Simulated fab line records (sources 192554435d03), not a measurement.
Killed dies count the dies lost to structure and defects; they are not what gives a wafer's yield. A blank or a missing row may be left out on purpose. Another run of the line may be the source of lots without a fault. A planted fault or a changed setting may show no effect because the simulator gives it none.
Chamber matching ; flow n5Finfet ; rieDiel-04 running N5_GATE_CUT_STRIP_59: 4 sister chambers
The step strips in N2/H2, time 20 s. 18 wafers are shown with their chamber, then 9 later ones without.

== WAFERS WITH THEIR CHAMBER ==
wafer;chamber;showerheadPlenumPTorr (Torr);drypumpMotorCurrentA (A);throttleValvePct (%)
L078.2;3;3.32;6.1;12.46
L078.3;2;3.45;5.5;12.47
L078.6;1;3.42;6.2;12.05
L080.2;3;3.32;6.0;12.47
L080.4;0;3.14;6.4;12.13
L080.5;1;3.42;6.2;12.04
L083.4;1;3.42;6.2;12.08
L083.5;1;3.42;6.2;12.06
L083.6;0;3.13;6.4;12.16
L084.2;2;3.45;5.5;12.52
L084.4;0;3.13;6.3;12.18
L084.6;1;3.42;6.2;12.09
L087.1;2;3.44;5.5;12.52
L087.2;1;3.41;6.2;12.08
L087.3;0;3.13;6.3;12.19
L089.4;1;3.41;6.2;12.12
L089.5;3;3.32;6.0;11.84
L089.6;0;3.13;6.4;12.20

SIGNATURES (means of the wafers above)
reading;chamber 0;chamber 1;chamber 2;chamber 3;scatter within a chamber
showerheadPlenumPTorr;3.1320;3.4171;3.4467;3.3200;0.00455
drypumpMotorCurrentA;6.360;6.200;5.500;6.033;0.0365
throttleValvePct;12.1720;12.0743;12.5033;12.2567;0.139
Rule: distance of a wafer from a chamber = root of the sum over the readings of ((wafer's reading minus chamber's mean) / reading's scatter) squared. If the next closest chamber is less than 2 further off than the closest, the wafer can't be placed; otherwise it belongs to the closest. The scatter: take each reading less its chamber's mean, square it, sum over the shown wafers, divide by the number of wafers less the number of chambers, and take the root.

== WAFERS MISSING THEIR CHAMBER ==
wafer;showerheadPlenumPTorr (Torr);drypumpMotorCurrentA (A);throttleValvePct (%)
L093.1;3.41;6.2;12.14
L093.4;3.44;5.5;11.90
L093.6;3.41;6.2;12.14
L095.2;3.40;6.2;12.14
L095.4;3.44;5.5;11.92
L095.5;3.44;5.5;11.91
L097.2;3.12;6.4;12.25
L097.3;3.31;6.1;11.88
L097.5;3.31;6.0;11.89

== WHICH CHAMBER EACH WENT THROUGH ==
wafer;from the rows above;in truth
L093.1;1;1
L093.4;2;2
L093.6;1;1
L095.2;1;1
L095.4;2;2
L095.5;2;2
L097.2;0;0
L097.3;3;3
L097.5;3;3
9 of 9 placed correctly. Number that these rows cannot place: 0. Wrongly placed: 0.
